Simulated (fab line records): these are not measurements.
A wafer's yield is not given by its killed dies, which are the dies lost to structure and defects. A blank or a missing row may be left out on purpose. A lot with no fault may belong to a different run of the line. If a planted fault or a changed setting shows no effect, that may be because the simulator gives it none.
Matching of chambers || flow n5 finfet || ald metal-04 running N5_HKMG_FIN_ALD_91: 4 sister chambers
The step deposits TiN, target thk 1 nm, pulse time 1 s, purge time 3 s. 8 wafers are shown with their chamber, then 12 later ones without.

## WAFERS PAIRED WITH THEIR CHAMBERS
{"wafer": "L087.6", "chamber": 2, "heater power w (W)": 746, "precursor pulse height rel": 0.973}
{"wafer": "L088.5", "chamber": 1, "heater power w (W)": 776, "precursor pulse height rel": 0.984}
{"wafer": "L088.6", "chamber": 0, "heater power w (W)": 1098, "precursor pulse height rel": 0.987}
{"wafer": "L089.4", "chamber": 1, "heater power w (W)": 771, "precursor pulse height rel": 1.012}
{"wafer": "L089.5", "chamber": 3, "heater power w (W)": 977, "precursor pulse height rel": 1.005}
{"wafer": "L090.2", "chamber": 3, "heater power w (W)": 987, "precursor pulse height rel": 1.013}
{"wafer": "L090.5", "chamber": 2, "heater power w (W)": 754, "precursor pulse height rel": 0.962}
{"wafer": "L090.6", "chamber": 0, "heater power w (W)": 1051, "precursor pulse height rel": 0.992}

## WAFERS WHOSE CHAMBER IS MISSING
{"wafer": "L091.1", "heater power w (W)": 746, "precursor pulse height rel": 1.017}
{"wafer": "L091.2", "heater power w (W)": 1076, "precursor pulse height rel": 0.986}
{"wafer": "L091.4", "heater power w (W)": 993, "precursor pulse height rel": 0.996}
{"wafer": "L092.2", "heater power w (W)": 960, "precursor pulse height rel": 0.999}
{"wafer": "L092.3", "heater power w (W)": 771, "precursor pulse height rel": 0.987}
{"wafer": "L092.4", "heater power w (W)": 973, "precursor pulse height rel": 1.003}
{"wafer": "L095.4", "heater power w (W)": 750, "precursor pulse height rel": 0.977}
{"wafer": "L095.5", "heater power w (W)": 1002, "precursor pulse height rel": 1.020}
{"wafer": "L095.6", "heater power w (W)": 1065, "precursor pulse height rel": 1.017}
{"wafer": "L096.2", "heater power w (W)": 769, "precursor pulse height rel": 1.001}
{"wafer": "L096.3", "heater power w (W)": 775, "precursor pulse height rel": 1.039}
{"wafer": "L096.6", "heater power w (W)": 748, "precursor pulse height rel": 0.978}

## EACH ONE'S CHAMBER
{"wafer": "L091.1", "from the rows above": 1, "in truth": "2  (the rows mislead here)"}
{"wafer": "L091.2", "from the rows above": 0, "in truth": 0}
{"wafer": "L091.4", "from the rows above": 3, "in truth": 3}
{"wafer": "L092.2", "from the rows above": 3, "in truth": 3}
{"wafer": "L092.3", "from the rows above": "can't be placed: 1 or 2", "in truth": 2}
{"wafer": "L092.4", "from the rows above": 3, "in truth": 3}
{"wafer": "L095.4", "from the rows above": "can't be placed: 2 or 1", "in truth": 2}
{"wafer": "L095.5", "from the rows above": 3, "in truth": 3}
{"wafer": "L095.6", "from the rows above": 0, "in truth": 0}
{"wafer": "L096.2", "from the rows above": 1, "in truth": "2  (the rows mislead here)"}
{"wafer": "L096.3", "from the rows above": 1, "in truth": 1}
{"wafer": "L096.6", "from the rows above": "can't be placed: 2 or 1", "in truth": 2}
7 of 12 placed correctly. Not placeable from these rows: 3 (in 3, the candidates include the true chamber). 2 placed wrongly.
How it was worked out, from the rows above alone: a wafer's distance from a chamber is the root of the sum, over the readings, of the square of ((its reading less the chamber's mean) divided by the reading's scatter). The wafer belongs to the nearest chamber; if the next one is less than 2 further off, it can't be placed. For every chamber, the mean is computed from those of its wafers that are shown. The scatter is the square root of a quotient: the sum, over the shown wafers, of each reading's squared deviation from its chamber's mean, divided by wafers minus chambers.
